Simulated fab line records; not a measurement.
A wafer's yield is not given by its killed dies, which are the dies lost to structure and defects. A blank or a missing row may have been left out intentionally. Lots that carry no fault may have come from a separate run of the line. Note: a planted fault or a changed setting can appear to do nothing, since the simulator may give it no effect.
fab line records	flow nandHarc
[record] lots = 24	wafers = 72	lastDay = 24
route steps=1159 shown A_BONDPAD@1077 THIN_TSV@1102
lots that met no fault: from a run of the same line without faults
startH: the number of hours between the record's first day and the start of the first shown wafer of the lot	waitH: hours since the lot's step before	" repeats the value in the row above	L1.1+2: a single row standing in for several wafers	- no value present, or no start provided	* or withheld: withheld	< > ~ a bound
route shown NAME@n: NAME is a module with steps in the file, n the number in the route of the first one	usual: mean/standard deviation taken from wafers without a fault	same: alike in all rows	chamber/n: place in a boat	sites: the reading at each site	_std_site: their standard deviation	_edge_site: outer sites' mean less inner sites'	radiusMm: for every site, how far away it sits from the centre of the wafer	mask NAME#n: copy n	behind: the most recent tool/chamber to have shaped the wafer	hold: the reason the lot was held/the length of the hold in hours/how it ended	device: names the non-switching transistor (n, p or np)	end of line: tests of these same wafers at the route's end	for a step that has no rows: nothing shown but its recipe	killed: not the wafer's yield, but the dies lost to structure and defects at the first sort	map: per-die view of a wafer (x killed, . not killed, _ where there is no die)
set.NAME: the run value of the setting; set.NAME@STEP: its run value at that earlier step	model.NAME: the simulator's own value behind a step, which no gauge read
a sample of lots followed through the steps of the route, with each step as a table and each wafer as a row
services: the hour from which a tool's chamber was out of use, counted from the record's first day as startH (under 0 if before that day), plus the number of hours and why
[[steps]]
[step NHARC_A_BONDPAD_ETCH_12]
[recipe] targetDepthA = 2200	timeS = 110	chf3FlowSccm = 50	o2FlowSccm = 10	arFlowSccm = 200	rfW = 500	biasW = 200	chemistry = CHF3/O2
[usual] biasW = 199.9/0.56	chamberPressureMTorr = 25.001/0.026	drypumpMotorCurrentA = 5.7/0.59	oesProductAu = 0.942/0.02	rfVppV = 370.8/1.8	showerheadPlenumPTorr = 2.41/0.074	throttleValvePct = 20.572/0.01
[same] timeS = 110
lot.wafer	tool	chamber	startH	waitH	biasW	chamberPressureMTorr	drypumpMotorCurrentA	oesProductAu	rfHoursCounterH	rfVppV	showerheadPlenumPTorr	throttleValvePct
L075.2	rieDiel-04	3	-	-	199.9	25.020	5.5	0.927	5	370.6	2.43	20.586
L075.3	"	0	"	"	200.1	25.052	6.1	0.927	5	369.7	2.40	20.557
L075.1	"	1	"	"	199.7	24.992	5.1	0.930	5	371.1	2.40	20.585
L076.4	rieDiel-04	1	-	-	199.4	24.978	5.1	0.958	5	370.5	2.40	20.575
L076.3	"	2	"	"	200.6	24.989	6.7	0.960	5	372.5	2.49	20.567
L076.2	"	3	"	"	199.9	25.001	5.5	0.981	5	370.9	2.42	20.552
L074.1	rieDiel-04	0	-	-	200.5	25.003	6.0	0.977	5	371.5	2.40	20.570
L074.3	"	2	"	"	200.6	25.025	6.7	0.952	6	370.9	2.48	20.583
L074.5	"	0	"	"	199.8	24.984	6.0	0.967	-	372.0	2.40	20.569
L078.4	rieDiel-05	1	-	-	199.9	24.988	6.1	0.915	14	368.1	2.30	20.581
L078.5	"	1	"	"	199.8	25.008	6.1	0.929	-	370.1	2.30	20.573
L078.6	"	2	"	"	199.3	25.009	4.7	0.926	-	371.1	2.39	20.578
L077.1	rieDiel-04	3	-	-	200.6	24.971	5.6	0.952	6	370.3	2.43	20.571
L077.6	"	1	"	"	199.0	24.943	5.1	0.980	-	370.1	2.40	20.560
L077.5	"	2	"	"	200.3	24.944	6.6	0.948	-	371.8	2.48	20.554
L079.2	rieDiel-05	1	-	-	200.1	24.982	6.1	0.931	14	368.2	2.30	20.566
L079.3	"	3	"	"	199.1	25.038	5.0	0.916	14	371.1	2.37	20.564
L079.1	"	0	"	"	199.6	24.999	5.8	0.914	13	369.2	2.34	20.560
L081.1	rieDiel-04	1	-	-	199.7	25.006	5.1	0.916	6	371.3	2.40	20.579
L081.3	"	3	"	"	199.4	25.021	5.6	0.910	6	371.9	2.42	20.570
L081.4	"	1	"	"	199.9	25.047	5.1	0.922	-	371.4	2.40	20.570
L080.4	rieDiel-04	3	-	-	199.8	25.051	5.6	0.976	6	370.9	2.42	20.576
L080.1	"	0	"	"	199.9	24.990	6.0	0.972	6	371.2	2.40	20.577
L080.5	"	3	"	"	200.2	25.016	5.6	0.961	-	370.8	2.42	20.572
L083.3	rieDiel-05	3	-	-	199.7	25.020	5.0	0.922	18	370.5	2.37	20.584
L083.4	"	3	"	"	200.3	24.975	5.0	0.922	-	368.1	2.37	20.558
L083.6	"	2	"	"	200.2	25.025	4.7	0.934	-	369.6	2.39	20.565
L082.3	rieDiel-13	0	-	-	199.6	24.981	5.4	0.947	9	368.6	2.29	20.570
L082.4	"	2	"	"	200.9	24.987	6.3	0.967	8	369.7	2.32	20.576
L082.6	"	1	"	"	199.9	24.965	6.5	0.955	-	375.2	2.59	20.570
L084.1	rieDiel-05	3	-	-	200.9	24.964	5.0	0.925	25	369.3	2.37	20.575
L084.6	"	3	"	"	200.9	24.977	5.0	0.919	-	371.3	2.37	20.571
L084.5	"	0	"	"	199.6	25.022	5.8	0.918	-	368.6	2.33	20.560
L087.3	rieDiel-04	1	-	-	199.5	25.008	5.1	0.956	1	371.5	2.40	20.559
L087.4	"	2	"	"	201.3	24.982	6.7	0.939	1	371.7	2.48	20.566
L087.5	"	1	"	"	199.4	24.986	5.1	0.959	-	371.5	2.40	20.576
L088.4	rieDiel-04	0	-	-	199.4	24.972	6.0	0.927	1	369.4	2.40	20.565
L088.2	"	3	"	"	199.7	24.988	5.6	0.924	1	370.6	2.42	20.580
L088.6	"	0	"	"	199.8	24.982	6.0	0.929	-	371.7	2.40	20.576
L086.1	rieDiel-04	0	-	-	200.3	24.978	6.0	0.959	1	370.8	2.40	20.568
L086.4	"	1	"	"	198.9	24.969	5.1	0.972	1	369.9	2.40	20.599
L086.6	"	2	"	"	200.0	24.989	6.7	0.974	-	372.7	2.48	20.576
L091.1	rieDiel-13	2	-	-	200.5	25.022	6.3	0.933	22	368.1	2.32	20.600
L091.5	"	1	"	"	199.0	25.013	6.4	0.925	-	375.0	2.59	20.556
L091.6	"	2	"	"	200.8	25.015	6.3	0.944	-	368.1	2.32	20.576
L085.2	rieDiel-13	3	-	-	199.6	25.002	5.3	0.918	21	375.2	2.59	20.571
L085.4	"	1	"	"	200.9	25.043	6.4	0.926	22	373.2	2.59	20.591
L085.6	"	3	"	"	199.5	25.031	5.3	0.925	-	374.4	2.59	20.561
L089.1	rieDiel-04	3	-	-	199.9	25.003	5.6	0.929	2	370.1	2.42	20.569
L089.4	"	0	"	"	200.3	25.016	6.1	0.928	2	369.6	2.40	20.575
L089.2	"	1	"	"	199.1	24.998	5.1	0.920	2	370.9	2.40	20.565
L090.1	rieDiel-13	3	-	-	200.1	24.990	5.4	0.930	22	374.3	2.59	20.581
L090.2	"	1	"	"	200.1	25.026	6.4	0.942	23	374.1	2.59	20.586
L090.6	"	0	"	"	200.8	24.976	5.4	0.943	-	369.3	2.29	20.582
L093.3	rieDiel-04	3	-	-	199.9	25.032	5.6	0.935	2	370.1	2.42	20.577
L093.1	"	0	"	"	199.8	25.035	6.0	0.949	2	370.8	2.40	20.553
L093.2	"	2	"	"	200.0	24.968	6.7	0.929	2	371.9	2.48	20.575
L092.4	rieDiel-04	2	-	-	199.8	25.016	6.7	0.955	2	371.6	2.48	20.583
L092.3	"	3	"	"	199.9	25.010	5.5	0.973	2	371.0	2.42	20.586
L092.2	"	0	"	"	200.9	24.958	6.0	0.988	2	370.2	2.40	20.579
L094.2	rieDiel-05	1	-	-	200.4	25.001	6.1	0.957	0	367.8	2.30	20.574
L094.1	"	3	"	"	198.8	24.980	5.0	0.967	0	368.5	2.37	20.563
L094.6	"	1	"	"	199.7	25.015	6.1	0.959	-	368.8	2.30	20.582
L097.3	rieDiel-04	0	-	-	199.0	25.033	6.0	0.926	3	371.7	2.40	20.577
L097.6	"	3	"	"	199.8	25.033	5.5	0.933	-	370.5	2.42	20.577
L097.4	"	2	"	"	199.3	25.024	6.7	0.923	-	371.6	2.48	20.572
L095.3	rieDiel-04	3	-	-	200.7	25.016	5.5	0.943	3	370.3	2.42	20.540
L095.1	"	0	"	"	200.6	24.978	6.0	0.950	3	370.8	2.40	20.570
L095.2	"	2	"	"	198.4	24.993	6.7	0.949	3	372.1	2.48	20.575
L096.2	rieDiel-04	3	-	-	199.6	25.030	5.5	0.921	3	371.3	2.42	20.569
L096.6	"	0	"	"	200.4	24.988	6.1	0.928	-	371.0	2.40	20.564
L096.5	"	1	"	"	200.0	25.004	5.1	0.923	-	370.4	2.40	20.581
[step NHARC_A_BONDPAD_THK_MEAS_20]
[recipe] thkMeasGauge = xrf
[usual] thkNm = 169.7/1.2
lot.wafer	tool	chamber	startH	waitH	thkNm
L075.1	filmMetro-02	-	438.22	-	168.9
L075.2	"	-	"	"	168.4
L075.3	"	-	"	"	168.5
L076.2	filmMetro-01	-	438.90	-	168.9
L076.3	"	-	"	"	167.7
L076.4	"	-	"	"	170.6
L074.1	filmMetro-01	-	440.43	-	169.2
L074.3	"	-	"	"	169.7
L074.5	"	-	"	"	170.9
L078.4	filmMetro-01	-	440.62	-	170.1
L078.5	"	-	"	"	170.2
L078.6	"	-	"	"	169.7
L077.1	filmMetro-01	-	440.83	-	171.3
L077.5	"	-	"	"	172.4
L077.6	"	-	"	"	170.0
L079.1	filmMetro-02	-	443.59	-	168.5
L079.2	"	-	"	"	169.0
L079.3	"	-	"	"	168.9
L081.1	filmMetro-02	-	460.46	-	169.3
L081.3	"	-	"	"	170.0
L081.4	"	-	"	"	171.4
L080.1	filmMetro-02	-	465.58	-	170.2
L080.4	"	-	"	"	168.5
L080.5	"	-	"	"	169.0
L083.3	filmMetro-01	-	471.24	-	171.4
L083.4	"	-	"	"	169.0
L083.6	"	-	"	"	170.2
L082.3	filmMetro-01	-	485.92	-	167.8
L082.4	"	-	"	"	170.7
L082.6	"	-	"	"	168.3
L084.1	filmMetro-01	-	498.45	-	168.7
L084.5	"	-	"	"	171.1
L084.6	"	-	"	"	168.8
L087.3	filmMetro-01	-	498.98	-	168.6
L087.4	"	-	"	"	167.5
L087.5	"	-	"	"	169.5
L088.2	filmMetro-02	-	501.70	-	169.6
L088.4	"	-	"	"	169.3
L088.6	"	-	"	"	173.0
L086.1	filmMetro-01	-	512.79	-	170.9
L086.4	"	-	"	"	171.4
L086.6	"	-	"	"	171.6
L091.1	filmMetro-01	-	521.07	-	168.9
L091.5	"	-	"	"	171.6
L091.6	"	-	"	"	170.6
L085.2	filmMetro-02	-	523.32	-	169.8
L085.4	"	-	"	"	169.9
L085.6	"	-	"	"	168.9
L089.1	filmMetro-01	-	526.28	-	173.2
L089.2	"	-	"	"	171.2
L089.4	"	-	"	"	173.0
L090.1	filmMetro-01	-	526.42	-	170.4
L090.2	"	-	"	"	169.3
L090.6	"	-	"	"	169.3
L093.1	filmMetro-01	-	526.90	-	172.3
L093.2	"	-	"	"	169.0
L093.3	"	-	"	"	169.0
L092.2	filmMetro-01	-	527.36	-	168.2
L092.3	"	-	"	"	168.5
L092.4	"	-	"	"	167.5
L094.1	filmMetro-02	-	532.56	-	169.3
L094.2	"	-	"	"	172.1
L094.6	"	-	"	"	169.1
L097.3	filmMetro-02	-	537.65	-	168.7
L097.4	"	-	"	"	170.2
L097.6	"	-	"	"	169.0
L095.1	filmMetro-01	-	538.12	-	168.9
L095.2	"	-	"	"	171.7
L095.3	"	-	"	"	171.3
L096.2	filmMetro-02	-	545.15	-	167.5
L096.5	"	-	"	"	169.1
L096.6	"	-	"	"	169.5
[step NHARC_THIN_TSV_CMP_01]
[recipe] targetThkUm = 3
[usual] motorCurrentA = 12.4/1.1
lot.wafer	tool	chamber	startH	waitH	motorCurrentA
L076.4	cmp-04	0	449.93	0.6	10.5
L076.2	"	2	"	"	11.6
L076.3	"	3	"	"	13.0
L075.1	cmp-04	2	451.15	1.0	11.3
L075.2	"	3	"	"	12.8
L075.3	"	0	"	"	10.4
L074.1	cmp-04	0	453.53	1.0	10.7
L074.3	"	3	"	"	12.2
L074.5	"	0	"	"	11.0
L077.1	cmp-01	3	455.23	1.0	11.6
L077.6	"	3	"	"	11.6
L077.5	"	0	"	"	12.1
L078.4	cmp-03	3	456.43	0.4	13.4
L078.6	"	3	"	"	13.4
L078.5	"	0	"	"	13.9
L079.2	cmp-01	0	457.64	0.8	11.9
L079.1	"	1	"	"	13.4
L079.3	"	3	"	"	11.5
L081.4	cmp-03	1	471.80	0.4	13.5
L081.3	"	3	"	"	13.0
L081.1	"	0	"	"	13.7
L080.1	cmp-04	1	479.54	1.1	13.0
L080.4	"	3	"	"	12.6
L080.5	"	0	"	"	10.6
L083.3	cmp-04	2	480.73	0.7	12.0
L083.4	"	0	"	"	10.4
L083.6	"	1	"	"	11.8
L082.4	cmp-03	0	499.79	0.5	13.0
L082.3	"	1	"	"	13.0
L082.6	"	3	"	"	13.7
L084.1	cmp-01	1	514.44	1.1	14.1
L084.5	"	0	"	"	11.7
L084.6	"	1	"	"	13.3
L088.4	cmp-03	3	515.61	0.5	12.3
L088.2	"	1	"	"	12.7
L088.6	"	3	"	"	13.5
L087.3	cmp-03	0	516.81	0.7	13.1
L087.4	"	1	"	"	12.7
L087.5	"	0	"	"	14.3
L086.1	cmp-04	0	526.15	1.1	10.6
L086.4	"	1	"	"	11.7
L086.6	"	3	"	"	12.8
L091.1	cmp-04	2	533.66	1.1	12.6
L091.6	"	3	"	"	12.1
L091.5	"	0	"	"	10.9
L085.4	cmp-04	0	534.79	0.4	11.2
L085.2	"	2	"	"	11.6
L085.6	"	1	"	"	12.4
L089.2	cmp-04	0	537.79	0.8	10.3
L089.1	"	1	"	"	12.0
L089.4	"	2	"	"	12.6
L090.1	cmp-03	2	539.00	1.1	12.5
L090.2	"	3	"	"	13.2
L090.6	"	1	"	"	13.0
L093.3	cmp-04	2	540.19	0.6	11.8
L093.2	"	3	"	"	12.3
L093.1	"	0	"	"	10.5
L092.3	cmp-01	2	541.38	0.6	14.1
L092.4	"	3	"	"	12.2
L092.2	"	1	"	"	13.3
L094.1	cmp-01	1	543.97	1.0	13.6
L094.2	"	3	"	"	12.2
L094.6	"	2	"	"	14.5
L097.3	cmp-01	1	550.44	0.7	13.3
L097.4	"	3	"	"	11.7
L097.6	"	0	"	"	11.3
L095.1	cmp-01	0	551.60	1.0	11.4
L095.3	"	2	"	"	14.2
L095.2	"	3	"	"	12.0
L096.2	cmp-03	2	556.54	0.9	13.4
L096.5	"	0	"	"	14.5
L096.6	"	1	"	"	12.9
[step NHARC_THIN_TSV_CD_MEAS_16]
[usual] cdNm = 1000.2/1.6
lot.wafer	tool	chamber	startH	waitH	cdNm
L076.2	cdSem-02	-	452.07	0.1	997.6
L076.3	"	-	"	"	998.9
L076.4	"	-	"	"	999.6
L075.1	cdSem-01	-	453.42	0.1	1001.1
L075.2	"	-	"	"	998.7
L075.3	"	-	"	"	1000.3
L074.1	cdSem-03	-	455.80	0.1	1001.9
L074.3	"	-	"	"	1000.2
L074.5	"	-	"	"	1000.0
L077.1	cdSem-03	-	457.52	0.1	999.2
L077.5	"	-	"	"	1000.0
L077.6	"	-	"	"	998.3
L078.4	cdSem-01	-	458.72	0.1	1001.1
L078.5	"	-	"	"	1000.4
L078.6	"	-	"	"	1000.3
L079.1	cdSem-02	-	460.09	0.1	999.7
L079.2	"	-	"	"	999.8
L079.3	"	-	"	"	1000.4
L081.1	cdSem-03	-	474.15	0.1	999.6
L081.3	"	-	"	"	1000.5
L081.4	"	-	"	"	1000.2
L080.1	cdSem-02	-	482.07	0.1	1001.7
L080.4	"	-	"	"	1002.5
L080.5	"	-	"	"	1000.8
L083.3	cdSem-01	-	483.15	0.1	998.0
L083.4	"	-	"	"	999.0
L083.6	"	-	"	"	997.9
L082.3	cdSem-03	-	502.06	0.1	1001.7
L082.4	"	-	"	"	1000.4
L082.6	"	-	"	"	998.6
L084.1	cdSem-01	-	516.71	0.1	1001.0
L084.5	"	-	"	"	1001.2
L084.6	"	-	"	"	1001.5
L088.2	cdSem-03	-	518.08	0.1	1000.2
L088.4	"	-	"	"	999.4
L088.6	"	-	"	"	1001.8
L087.3	cdSem-02	-	519.20	0.1	998.3
L087.4	"	-	"	"	997.9
L087.5	"	-	"	"	998.7
L086.1	cdSem-02	-	528.58	0.1	1001.1
L086.4	"	-	"	"	1001.4
L086.6	"	-	"	"	1000.8
L091.1	cdSem-01	-	535.86	0.1	997.6
L091.5	"	-	"	"	997.6
L091.6	"	-	"	"	999.5
L085.2	cdSem-01	-	537.07	0.1	1001.1
L085.4	"	-	"	"	1002.2
L085.6	"	-	"	"	1002.1
L089.1	cdSem-01	-	539.94	0.1	999.7
L089.2	"	-	"	"	1000.8
L089.4	"	-	"	"	999.3
L090.1	cdSem-03	-	541.29	0.1	997.5
L090.2	"	-	"	"	998.5
L090.6	"	-	"	"	997.6
L093.1	cdSem-02	-	542.47	0.1	1002.4
L093.2	"	-	"	"	1000.1
L093.3	"	-	"	"	1002.2
L092.2	cdSem-03	-	543.67	0.1	1001.7
L092.3	"	-	"	"	1003.8
L092.4	"	-	"	"	1002.0
L094.1	cdSem-02	-	546.24	0.1	1003.3
L094.2	"	-	"	"	1003.2
L094.6	"	-	"	"	1003.0
L097.3	cdSem-02	-	552.70	0.1	999.4
L097.4	"	-	"	"	999.7
L097.6	"	-	"	"	999.4
L095.1	cdSem-03	-	553.75	0.1	999.0
L095.2	"	-	"	"	1000.2
L095.3	"	-	"	"	999.2
L096.2	cdSem-03	-	558.77	0.1	1003.7
L096.5	"	-	"	"	1002.1
L096.6	"	-	"	"	1000.4
[step NHARC_THIN_TSV_PVD_51]
[recipe] targetThkA = 1000	chamberPressurePa = 5	material = Cu
[usual] throttleValvePct = 30.1/1
lot.wafer	tool	chamber	startH	waitH	throttleValvePct
L076.3	pvdSputter-03	-	-	-	30.6
L076.4	"	-	"	"	31.8
L076.2	"	-	"	"	28.6
L075.3	pvdSputter-03	-	-	-	29.3
L075.2	"	-	"	"	30.7
L075.1	"	-	"	"	28.6
L074.3	pvdSputter-02	-	-	-	31.7
L074.1	"	-	"	"	29.8
L074.5	"	-	"	"	31.7
L077.1	pvdSputter-02	-	-	-	30.3
L077.6	"	-	"	"	28.1
L077.5	"	-	"	"	29.7
L078.4	pvdSputter-01	-	-	-	30.1
L078.5	"	-	"	"	30.3
L078.6	"	-	"	"	30.3
L079.1	pvdSputter-01	-	-	-	30.0
L079.2	"	-	"	"	30.6
L079.3	"	-	"	"	30.2
L081.3	pvdSputter-02	-	-	-	31.7
L081.4	"	-	"	"	28.4
L081.1	"	-	"	"	29.8
L080.1	pvdSputter-03	-	-	-	31.6
L080.4	"	-	"	"	30.4
L080.5	"	-	"	"	29.0
L083.3	pvdSputter-02	-	-	-	28.3
L083.4	"	-	"	"	30.0
L083.6	"	-	"	"	28.4
L082.3	pvdSputter-01	-	-	-	30.1
L082.4	"	-	"	"	30.6
L082.6	"	-	"	"	30.0
L084.1	pvdSputter-03	-	-	-	29.3
L084.5	"	-	"	"	29.4
L084.6	"	-	"	"	29.8
L088.2	pvdSputter-02	-	-	-	31.8
L088.4	"	-	"	"	28.4
L088.6	"	-	"	"	30.2
L087.4	pvdSputter-03	-	-	-	28.7
L087.3	"	-	"	"	29.4
L087.5	"	-	"	"	29.5
L086.4	pvdSputter-02	-	-	-	28.1
L086.1	"	-	"	"	29.9
L086.6	"	-	"	"	31.8
L091.1	pvdSputter-03	-	-	-	29.1
L091.6	"	-	"	"	31.9
L091.5	"	-	"	"	29.0
L085.4	pvdSputter-02	-	-	-	30.2
L085.2	"	-	"	"	28.4
L085.6	"	-	"	"	29.5
L089.2	pvdSputter-03	-	-	-	29.9
L089.1	"	-	"	"	29.0
L089.4	"	-	"	"	29.8
L090.2	pvdSputter-02	-	-	-	29.9
L090.1	"	-	"	"	30.2
L090.6	"	-	"	"	30.3
L093.3	pvdSputter-02	-	-	-	30.1
L093.2	"	-	"	"	31.8
L093.1	"	-	"	"	28.1
L092.3	pvdSputter-03	-	-	-	32.0
L092.2	"	-	"	"	29.1
L092.4	"	-	"	"	29.4
L094.1	pvdSputter-01	-	-	-	30.0
L094.2	"	-	"	"	31.6
L094.6	"	-	"	"	31.3
L097.3	pvdSputter-01	-	-	-	30.1
L097.4	"	-	"	"	31.4
L097.6	"	-	"	"	31.2
L095.3	pvdSputter-03	-	-	-	29.6
L095.1	"	-	"	"	30.2
L095.2	"	-	"	"	31.6
L096.2	pvdSputter-02	-	-	-	28.1
L096.5	"	-	"	"	29.7
L096.6	"	-	"	"	29.8
[step NHARC_THIN_TSV_ETCH_36]
[recipe] targetDepthA = 650	overEtchFrac = 0.3	timeS = 18.571	ionEnergyEv = 150	chemistry = Cl2/BCl3
[usual] chamberPressureMTorr = 10.001/0.0096	drypumpMotorCurrentA = 5.6/0.55	oesProductAu = 0.999/0.0085
[same] overEtchFrac = 0.3	timeS = 18.571
lot.wafer	tool	chamber	startH	waitH	chamberPressureMTorr	drypumpMotorCurrentA	oesProductAu	rfHoursCounterH
L076.2	rieMetal-01	1	457.75	0.2	9.996	5.7	0.992	3.5
L076.3	"	0	"	"	9.992	5.1	0.995	-
L076.4	"	1	"	"	10.014	5.7	0.996	-
L075.1	rieMetal-02	1	459.69	0.2	10.002	5.2	1.008	1.8
L075.2	"	0	"	"	9.998	5.9	0.993	1.8
L075.3	"	0	"	"	10.001	5.9	0.990	-
L074.1	rieMetal-01	0	462.07	0.2	9.993	5.1	0.996	3.8
L074.3	"	0	"	"	9.995	5.1	0.990	-
L074.5	"	1	"	"	10.002	5.7	0.996	-
L077.1	rieMetal-03	1	463.32	0.2	10.006	6.7	1.004	0.2
L077.6	"	1	"	"	9.989	6.7	0.996	-
L077.5	"	0	"	"	10.008	5.3	1.009	-
L078.4	rieMetal-02	1	464.47	0.1	9.989	5.2	0.995	-
L078.6	"	0	"	"	10.009	5.9	1.002	-
L078.5	"	1	"	"	9.999	5.2	0.994	-
L079.1	rieMetal-01	1	465.64	0.2	9.996	5.7	0.991	4.0
L079.2	"	0	"	"	10.009	5.1	1.000	4.0
L079.3	"	0	"	"	10.012	5.1	0.977	-
L081.1	rieMetal-03	1	479.93	0.2	9.985	6.6	1.003	0.6
L081.3	"	1	"	"	10.007	6.6	0.992	-
L081.4	"	0	"	"	9.988	5.3	0.998	-
L080.1	rieMetal-02	1	487.69	0.2	10.011	5.2	1.000	2.8
L080.4	"	0	"	"	9.999	5.9	0.986	-
L080.5	"	1	"	"	9.995	5.1	1.009	-
L083.3	rieMetal-01	1	488.99	0.2	10.014	5.7	0.993	-
L083.4	"	0	"	"	9.994	5.1	0.987	-
L083.6	"	0	"	"	9.980	5.1	0.981	-
L082.3	rieMetal-03	1	507.59	0.1	10.004	6.7	1.005	-
L082.4	"	0	"	"	10.002	5.3	0.999	-
L082.6	"	0	"	"	10.008	5.3	1.009	-
L084.1	rieMetal-03	0	522.56	0.2	10.009	5.3	0.989	1.4
L084.6	"	0	"	"	10.001	5.3	1.008	-
L084.5	"	1	"	"	10.019	6.7	1.000	-
L088.2	rieMetal-01	1	523.68	0.2	10.003	5.7	0.993	0.2
L088.4	"	1	"	"	10.008	5.7	0.992	-
L088.6	"	1	"	"	9.988	5.7	0.996	-
L087.3	rieMetal-02	1	524.64	0.2	9.990	5.1	1.012	-
L087.4	"	0	"	"	9.988	5.9	1.005	-
L087.5	"	1	"	"	10.009	5.2	1.004	-
L086.1	rieMetal-03	0	534.05	0.2	10.002	5.3	1.009	1.7
L086.4	"	1	"	"	10.004	6.6	0.998	-
L086.6	"	1	"	"	9.982	6.6	1.004	-
L091.1	rieMetal-01	1	541.29	0.2	9.991	5.7	0.992	0.9
L091.6	"	0	"	"	9.997	5.1	1.002	-
L091.5	"	1	"	"	10.000	5.7	0.997	-
L085.2	rieMetal-03	1	543.13	0.2	9.999	6.7	0.993	2.1
L085.4	"	1	"	"	10.003	6.7	1.002	-
L085.6	"	0	"	"	10.008	5.3	1.012	-
L089.2	rieMetal-02	1	547.74	0.2	10.013	5.2	0.985	4.7
L089.1	"	0	"	"	10.006	5.9	0.990	4.7
L089.4	"	1	"	"	10.006	5.2	0.989	-
L090.2	rieMetal-01	1	550.36	0.2	9.985	5.6	1.002	1.5
L090.1	"	0	"	"	10.001	5.1	0.987	1.5
L090.6	"	1	"	"	10.001	5.7	0.992	-
L093.1	rieMetal-02	1	551.07	0.2	10.006	5.2	0.996	4.9
L093.2	"	0	"	"	10.000	5.9	0.999	4.9
L093.3	"	0	"	"	10.004	5.9	1.004	-
L092.2	rieMetal-03	0	551.93	0.2	10.009	5.3	1.011	2.5
L092.4	"	0	"	"	9.993	5.3	1.020	-
L092.3	"	1	"	"	9.996	6.7	1.017	-
L094.2	rieMetal-01	1	553.16	0.2	10.008	5.6	1.004	1.7
L094.1	"	0	"	"	10.002	5.1	0.994	1.7
L094.6	"	1	"	"	10.010	5.7	1.009	-
L097.4	rieMetal-02	1	558.32	0.2	10.026	5.2	0.994	-
L097.3	"	0	"	"	9.994	6.0	0.996	-
L097.6	"	0	"	"	9.996	6.0	0.992	-
L095.1	rieMetal-03	1	559.26	0.2	9.992	6.7	1.016	2.7
L095.2	"	0	"	"	9.991	5.3	1.002	2.7
L095.3	"	1	"	"	10.007	6.7	1.001	-
L096.2	rieMetal-01	1	564.22	0.2	9.988	5.7	0.999	2.0
L096.5	"	0	"	"	10.015	5.1	0.993	-
L096.6	"	1	"	"	10.007	5.7	0.996	-
[[services]]
tool	chamber	startH	hours	kind
rieMetal-01	-	422.75	0.9	repair
cmp-01	-	439.84	1.2	repair
cmp-03	-	450.05	4.0	pm
rieMetal-03	-	453.00	9.0	pm
rieDiel-04	2	455.44	6.3	repair
pvdSputter-03	-	458.04	10.0	pm
rieDiel-05	-	458.16	1.0	repair
rieDiel-04	-	465.90	9.0	pm
cmp-01	-	477.19	4.0	pm
cmp-03	-	482.21	0.7	repair
rieMetal-03	1	489.64	4.4	repair
cmp-03	-	489.96	3.5	repair
cmp-04	-	492.06	6.5	repair
cmp-03	-	494.86	3.8	repair
cmp-04	-	498.59	4.0	pm
rieDiel-05	3	501.35	4.8	repair
cmp-04	-	507.24	12.4	repair
rieMetal-01	-	509.00	9.0	pm
pvdSputter-01	-	514.04	10.0	pm
rieDiel-05	-	517.62	9.0	pm
pvdSputter-02	-	525.97	4.2	repair
rieDiel-04	1	526.34	10.0	repair
cmp-03	-	548.05	4.0	pm
pvdSputter-01	-	561.93	2.9	repair
[[key]]
fault none
